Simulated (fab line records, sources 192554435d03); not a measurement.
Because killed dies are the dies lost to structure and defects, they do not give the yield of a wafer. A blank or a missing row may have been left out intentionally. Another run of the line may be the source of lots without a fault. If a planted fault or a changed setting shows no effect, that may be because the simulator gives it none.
fab line records | flow n5-finfet | part 2 of 2: steps 19 to 28 of 28
[record] lots = 5 | wafers = 15 | last-day = 18
route steps=1938 shown FIN_CUT@158 STI_FIN_REVEAL@183
lots untouched by any fault: they come from a run of this same line in which no faults occurred
start-h: hours from the record's opening day to when the first of the lot's shown wafers began | wait-h: hours since the lot's step before | " the same as in the row above | L1.1+2: a single row standing in for several wafers | - no value, or no start was given | * or withheld: withheld | < > ~ a bound
route shown NAME@n: names a module that has steps shown in the file, with the first one's number in the route | usual: mean/standard deviation of fault-free wafers | same: alike in all rows | chamber/n: place in a boat | sites: readings site by site | _std_site: standard deviation across them | _edge_site: mean of outer sites minus mean of inner sites | radius-mm: how far each site lies from the wafer's centre | mask NAME#n: copy n | behind: the last tool/chamber to shape the wafer | hold: reason for holding the lot/hours on hold/outcome of the hold | device: the n, p or np transistor that did not switch | end of line: tests run on the same wafers once the route is complete | a step without rows: its recipe alone | killed: dies that structure and defects cost at the first sort, which is not the same as the wafer's yield | map: a wafer's dies, x killed, . not, _ none there
set.NAME: the setting that was run; set.NAME@STEP: the one run at that earlier step | model.NAME: the simulator's own value behind a step, which no gauge read
lots at selected steps of the route; one table per step, one row per wafer
services: when a tool's chamber went out of use (start-h, in hours from the record's first day, below 0 if earlier), for how many hours, and the reason
[[steps]]
[step N5_FIN_CUT_CUT_ETCH_15]
[recipe] chemistry = HBr/Cl2/O2 | target = Si | target-depth-a = 1000 | bt-time-s = 10 | mask-material = SOC | time-s = 42.4 | ion-energy-ev = * | bias-w = * | pressure-mtorr = 10 | icp-w = 800 | HBr_flow_sccm = 150 | Cl2_flow_sccm = 80 | O2_flow_sccm = 12
[usual] O2_flow_sccm = 12.00/0.036 | drypump-motor-current-A = 5.7/0.36 | he-backside-leak-sccm = 2.8/0.36 | oes-product-au = 0.998/0.017 | throttle-valve-pct = 37.1/0.32
lot.wafer | tool      | chamber | start-h | wait-h | O2_flow_sccm | drypump-motor-current-A | he-backside-leak-sccm | oes-product-au | rf-hours-counter-h | throttle-valve-pct
L075.1    | rie-si-01 | 3       | 33.69   | 0.1    | 12.02        | 5.7                     | 3.1                   | 0.981          | 139                | 37.4
L075.2    | "         | 1       | "       | "      | 12.01        | 6.1                     | 2.7                   | 1.028          | 56                 | 36.9
L075.5    | "         | 2       | "       | "      | 11.98        | 5.7                     | 2.9                   | 0.986          | -                  | 37.1
L077.2    | rie-si-06 | 2       | 46.48   | 0.1    | 12.03        | 5.0                     | 3.0                   | 1.001          | 114                | 37.1
L077.4    | "         | 1       | "       | "      | 12.02        | 5.7                     | 2.2                   | 0.972          | 3                  | 37.7
L077.5    | "         | 0       | "       | "      | 11.99        | 5.4                     | 5.0                   | 1.004          | -                  | 36.3
L084.1    | rie-si-01 | 1       | 88.33   | 0.1    | 11.99        | 6.1                     | 2.7                   | 1.026          | 57                 | 36.9
L084.3    | "         | 2       | "       | "      | 11.96        | 5.7                     | 2.9                   | 0.974          | 171                | 37.1
L084.4    | "         | 3       | "       | "      | 12.02        | 5.7                     | 3.0                   | 0.980          | 140                | 37.5
L094.3    | rie-si-02 | 0       | 150.30  | 0.0    | 12.02        | 5.3                     | 2.9                   | 1.011          | 35                 | 37.0
L094.5    | "         | 0       | "       | "      | 12.02        | 5.3                     | 2.8                   | 1.007          | -                  | 37.0
L094.6    | "         | 3       | "       | "      | 11.99        | 6.4                     | 2.6                   | 1.020          | -                  | 37.3
L097.1    | rie-si-01 | 1       | 166.21  | 0.1    | 12.02        | 6.1                     | 2.8                   | 1.021          | 58                 | 36.9
L097.4    | "         | 3       | "       | "      | 11.98        | 5.7                     | 2.9                   | 0.976          | 142                | 37.4
L097.5    | "         | 3       | "       | "      | 11.96        | 5.7                     | 2.7                   | 0.980          | -                  | 37.4
[step N5_FIN_CUT_CUT_ETCH_28]
[recipe] chemistry = HBr/Cl2/O2 | target = Si | target-depth-a = 60 | mask-material = SOC | time-s = 2.4 | ion-energy-ev = * | bias-w = * | pressure-mtorr = 10 | icp-w = 800 | HBr_flow_sccm = 150 | Cl2_flow_sccm = 80 | O2_flow_sccm = 12
[usual] O2_flow_sccm = 12.00/0.033 | drypump-motor-current-A = 5.7/0.36 | he-backside-leak-sccm = 2.74/0.26 | oes-product-au = 0.998/0.016 | throttle-valve-pct = 37.1/0.32
lot.wafer | tool      | chamber | start-h | wait-h | O2_flow_sccm | drypump-motor-current-A | he-backside-leak-sccm | oes-product-au | rf-hours-counter-h | throttle-valve-pct
L075.1    | rie-si-01 | 3       | 33.74   | 0.0    | 12.05        | 5.7                     | 2.79                  | 0.985          | 139                | 37.4
L075.2    | "         | 1       | "       | "      | 12.01        | 6.1                     | 2.66                  | 1.031          | 56                 | 36.9
L075.5    | "         | 2       | "       | "      | 12.00        | 5.7                     | 2.88                  | 0.979          | -                  | 37.1
L077.2    | rie-si-06 | 2       | 46.53   | 0.0    | 12.04        | 5.0                     | 2.90                  | 0.993          | 114                | 37.2
L077.4    | "         | 1       | "       | "      | 11.99        | 5.7                     | 2.21                  | 0.973          | 3                  | 37.7
L077.5    | "         | 0       | "       | "      | 11.97        | 5.4                     | 2.58                  | 0.998          | -                  | 36.3
L084.1    | rie-si-01 | 1       | 88.39   | 0.0    | 11.97        | 6.1                     | 2.76                  | 1.025          | 57                 | 36.9
L084.3    | "         | 2       | "       | "      | 11.99        | 5.7                     | 2.79                  | 0.984          | 171                | 37.1
L084.4    | "         | 3       | "       | "      | 11.97        | 5.7                     | 2.71                  | 0.991          | 140                | 37.4
L094.3    | rie-si-02 | 0       | 150.35  | 0.0    | 12.00        | 5.3                     | 2.59                  | 1.002          | 35                 | 37.0
L094.5    | "         | 0       | "       | "      | 12.04        | 5.3                     | 2.73                  | 1.010          | -                  | 37.0
L094.6    | "         | 3       | "       | "      | 11.94        | 6.4                     | 2.81                  | 1.017          | -                  | 37.3
L097.1    | rie-si-01 | 1       | 166.26  | 0.0    | 12.00        | 6.1                     | 2.76                  | 1.029          | 58                 | 36.9
L097.4    | "         | 3       | "       | "      | 11.97        | 5.7                     | 3.12                  | 0.974          | 142                | 37.4
L097.5    | "         | 3       | "       | "      | 11.94        | 5.7                     | 3.09                  | 0.976          | -                  | 37.4
[step N5_FIN_CUT_STRIP_22]
[recipe] chemistry = N2/H2 | power-w = 500 | temp-c = 40 | pressure-mtorr = 50 | rf-frequency-hz = 6e+07 | overash-fraction = 0.3 | bias-power-w = 8 | h2-frac = 0.5 | n2-flow-sccm = 300 | h2-flow-sccm = 300
[usual] drypump-motor-current-A = 5.6/0.33 | n2-flow-sccm = 300.0/0.89 | oes-product-au = 0.74/0.072 | rf-vpp-V = 54.2/2.3 | showerhead-plenum-p-Torr = 3.36/0.097 | throttle-valve-pct = 18.9/0.32
lot.wafer | tool        | chamber | start-h | wait-h | drypump-motor-current-A | n2-flow-sccm | oes-product-au | rf-hours-counter-h | rf-vpp-V | showerhead-plenum-p-Torr | throttle-valve-pct
L075.1    | rie-diel-02 | 0       | 33.82   | 0.1    | 5.3                     | 299.6        | 0.77           | 145                | 49.8     | 3.24                     | 18.8
L075.2    | "           | 3       | "       | "      | 5.5                     | 299.1        | 0.69           | 214                | 54.0     | 3.32                     | 19.2
L075.5    | "           | 1       | "       | "      | 5.8                     | 300.0        | 0.72           | -                  | 56.2     | 3.49                     | 18.8
L077.2    | rie-diel-05 | 0       | 46.76   | 0.2    | 5.3                     | 299.8        | 0.76           | 131                | 51.2     | 3.35                     | 18.6
L077.4    | "           | 2       | "       | "      | 5.9                     | 300.7        | 0.78           | -                  | 57.6     | 3.36                     | 18.4
L077.5    | "           | 3       | "       | "      | 6.3                     | 300.4        | 0.68           | -                  | 53.6     | 3.20                     | 19.4
L084.1    | rie-diel-02 | 1       | 88.46   | 0.0    | 5.8                     | 300.3        | 0.70           | 206                | 53.1     | 3.48                     | 18.7
L084.3    | "           | 3       | "       | "      | 5.5                     | 300.8        | 0.68           | 230                | 57.9     | 3.31                     | 19.2
L084.4    | "           | 2       | "       | "      | 5.7                     | 299.1        | 0.69           | 212                | 54.1     | 3.48                     | 19.3
L094.3    | rie-diel-05 | 1       | 150.42  | 0.0    | 5.2                     | 298.4        | 0.89           | 29                 | 51.1     | 3.42                     | 18.7
L094.5    | "           | 2       | "       | "      | 5.8                     | 301.4        | 0.72           | -                  | 54.5     | 3.35                     | 18.5
L094.6    | "           | 0       | "       | "      | 5.3                     | 298.9        | 0.74           | -                  | 55.0     | 3.34                     | 18.6
L097.1    | rie-diel-02 | 1       | 166.45  | 0.2    | 5.9                     | 299.1        | 0.68           | 231                | 53.3     | 3.47                     | 18.8
L097.4    | "           | 2       | "       | "      | 5.7                     | 299.2        | 0.67           | -                  | 56.7     | 3.46                     | 19.4
L097.5    | "           | 2       | "       | "      | 5.7                     | 298.6        | 0.67           | -                  | 56.4     | 3.46                     | 19.4
[step N5_FIN_CUT_PRECLEAN_36]
[recipe] chemistry = O3/DIW | time-s = 60 | temp-c = 22 | o3-ppm = 10
lot.wafer  | tool         | chamber | start-h | wait-h
L075.1+2+5 | wet-bench-01 | 7,6,4   | 33.89   | -
L077.2+4+5 | wet-bench-02 | 1,6,7   | 46.83   | -
L084.1+3+4 | wet-bench-02 | 3,5,7   | 88.52   | -
L094.3+5+6 | wet-bench-06 | 7,1,6   | 150.48  | -
L097.1+4+5 | wet-bench-06 | 7,0,2   | 166.54  | -
[step N5_FIN_CUT_SRD_32]
[recipe] dry = ipa-marangoni | time-s = 30 | temp-c = 23 | rinse-liquid = diw
lot.wafer  | tool         | chamber | start-h | wait-h
L075.1+2+5 | wet-bench-01 | 7,6,4   | 33.91   | 0.0
L077.2+4+5 | wet-bench-02 | 1,6,7   | 46.85   | 0.0
L084.1+3+4 | wet-bench-02 | 3,5,7   | 88.54   | 0.0
L094.3+5+6 | wet-bench-06 | 7,1,6   | 150.50  | 0.0
L097.1+4+5 | wet-bench-06 | 7,0,2   | 166.56  | 0.0
[step N5_FIN_CUT_UV_OZONE_34]
[recipe] time-s = 120 | pressure-torr = 760 | temp-c = 25
lot.wafer  | tool         | chamber | start-h | wait-h
L075.1+2+5 | wet-bench-01 | 7,6,4   | 33.92   | 0.0
L077.2+4+5 | wet-bench-02 | 1,6,7   | 46.87   | 0.0
L084.1+3+4 | wet-bench-02 | 3,5,7   | 88.56   | 0.0
L094.3+5+6 | wet-bench-06 | 7,1,6   | 150.52  | 0.0
L097.1+4+5 | wet-bench-06 | 7,0,2   | 166.57  | 0.0
[step N5_FIN_CUT_INSPECT_17]
[recipe] inspect-instrument = brightfield | mode = aei
[usual] raw-defect-count = 232/66
lot.wafer | tool              | chamber | start-h | wait-h | raw-defect-count
L075.1    | defect-inspect-01 | -       | 33.98   | 0.0    | 214
L075.2    | "                 | -       | "       | "      | 217
L075.5    | "                 | -       | "       | "      | 121
L077.2    | defect-inspect-02 | -       | 46.93   | 0.0    | 256
L077.4    | "                 | -       | "       | "      | 218
L077.5    | "                 | -       | "       | "      | 175
L084.1    | defect-inspect-02 | -       | 88.62   | 0.0    | 246
L084.3    | "                 | -       | "       | "      | 195
L084.4    | "                 | -       | "       | "      | 246
L094.3    | defect-inspect-02 | -       | 150.58  | 0.0    | 270
L094.5    | "                 | -       | "       | "      | 364
L094.6    | "                 | -       | "       | "      | 258
L097.1    | defect-inspect-01 | -       | 166.63  | 0.0    | 154
L097.4    | "                 | -       | "       | "      | 164
L097.5    | "                 | -       | "       | "      | 134
[step N5_STI_FIN_REVEAL_ALD_00]
[recipe] material = SiO2 | target-thk-a = 10 | temp-c = 300 | ald-precursor-family = BDEAS | ald-co-reactant = O2-plasma | pulse-time-s = 1 | pressure-torr = 2
[usual] heater-power-w = 468/43 | precursor-pulse-height-rel = 0.998/0.021
lot.wafer | tool       | chamber | start-h | wait-h | heater-power-w | precursor-pulse-height-rel
L075.1    | ald-sin-04 | 0       | 34.02   | 0.0    | 392            | 0.947
L075.2    | "          | 1       | "       | "      | 413            | 0.997
L075.5    | "          | 0       | "       | "      | 388            | 0.980
L077.2    | ald-sin-02 | 2       | 46.96   | 0.0    | 508            | 0.994
L077.4    | "          | 0       | "       | "      | 432            | 1.004
L077.5    | "          | 1       | "       | "      | 517            | 0.991
L084.1    | ald-sin-04 | 0       | 89.20   | 0.6    | 393            | 0.952
L084.3    | "          | 3       | "       | "      | 502            | 0.989
L084.4    | "          | 0       | "       | "      | 398            | 0.970
L094.3    | ald-sin-02 | 3       | 151.98  | 1.4    | 447            | 1.018
L094.5    | "          | 3       | "       | "      | 449            | 0.981
L094.6    | "          | 2       | "       | "      | 473            | 0.993
L097.1    | ald-sin-01 | 2       | 166.67  | 0.0    | 448            | 0.982
L097.4    | "          | 0       | "       | "      | 466            | 0.973
L097.5    | "          | 1       | "       | "      | 478            | 0.986
[step N5_STI_FIN_REVEAL_ALD_14]
[recipe] material = Si3N4 | target-thk-a = 30 | temp-c = 400 | ald-precursor-family = SiH2I2 | ald-co-reactant = N2/H2-plasma | pressure-torr = 2
[usual] heater-power-w = 835/78
lot.wafer | tool       | chamber | start-h | wait-h | heater-power-w
L075.1    | ald-sin-04 | 0       | 34.07   | 0.0    | 703
L075.2    | "          | 1       | "       | "      | 738
L075.5    | "          | 0       | "       | "      | 727
L077.2    | ald-sin-02 | 2       | 47.01   | 0.0    | 894
L077.4    | "          | 0       | "       | "      | 759
L077.5    | "          | 1       | "       | "      | 933
L084.1    | ald-sin-04 | 0       | 89.25   | 0.0    | 720
L084.3    | "          | 3       | "       | "      | 888
L084.4    | "          | 0       | "       | "      | 710
L094.3    | ald-sin-02 | 3       | 152.03  | 0.0    | 809
L094.5    | "          | 3       | "       | "      | 800
L094.6    | "          | 2       | "       | "      | 852
L097.1    | ald-sin-01 | 2       | 166.72  | 0.0    | 804
L097.4    | "          | 0       | "       | "      | 849
L097.5    | "          | 1       | "       | "      | 867
[step N5_STI_FIN_REVEAL_FCVD_FILL_01]
[recipe] material = SiO2_flowable | target-thk-a = 3120 | temp-c = 100 | pressure-torr = 0.8 | rf-w = 2000 | time-s = 512.2
lot.wafer  | tool    | chamber | start-h | wait-h
L075.1+2+5 | fcvd-01 | 0,1,1   | 34.31   | 0.1
L077.2+4+5 | fcvd-01 | 1       | 48.06   | 0.9
L084.1+3+4 | fcvd-01 | 0,0,1   | 89.48   | 0.1
L094.3+5+6 | fcvd-01 | 1,1,0   | 152.47  | 0.3
L097.1+4+5 | fcvd-01 | 1       | 166.95  | 0.1
[[services]]
tool           | chamber | start-h | hours | kind
rie-diel-02    | 0       | 9.42    | 19.9  | repair
wet-bench-01   | -       | 12.66   | 4.8   | repair
euv-scanner-02 | -       | 24.86   | 1.0   | pm
rie-si-02      | 3       | 27.22   | 3.3   | repair
euv-scanner-01 | -       | 33.67   | 1.0   | pm
ald-sin-01     | 1       | 45.54   | 2.6   | repair
rie-si-02      | 0       | 45.54   | 1.7   | repair
ald-sin-01     | 1       | 52.24   | 11.0  | repair
ald-sin-04     | -       | 57.27   | 6.0   | pm
fcvd-01        | -       | 60.67   | 1.3   | repair
euv-scanner-02 | -       | 66.97   | 1.0   | pm
ald-sin-04     | -       | 77.28   | 0.6   | repair
euv-scanner-01 | -       | 78.34   | 1.0   | pm
ald-sin-02     | -       | 85.26   | 14.0  | pm
rie-si-01      | 2       | 92.28   | 4.2   | repair
rie-si-01      | 0       | 99.71   | 3.0   | repair
rie-diel-05    | 2       | 115.35  | 6.4   | repair
rie-si-01      | 1       | 119.62  | 22.1  | repair
rie-si-01      | 2       | 121.47  | 5.6   | repair
rie-diel-04    | 3       | 129.24  | 4.7   | repair
rie-diel-05    | 3       | 129.79  | 4.6   | repair
euv-scanner-02 | -       | 137.20  | 1.0   | pm
euv-scanner-02 | -       | 138.67  | 4.6   | pm
rie-diel-02    | 3       | 158.29  | 9.1   | repair
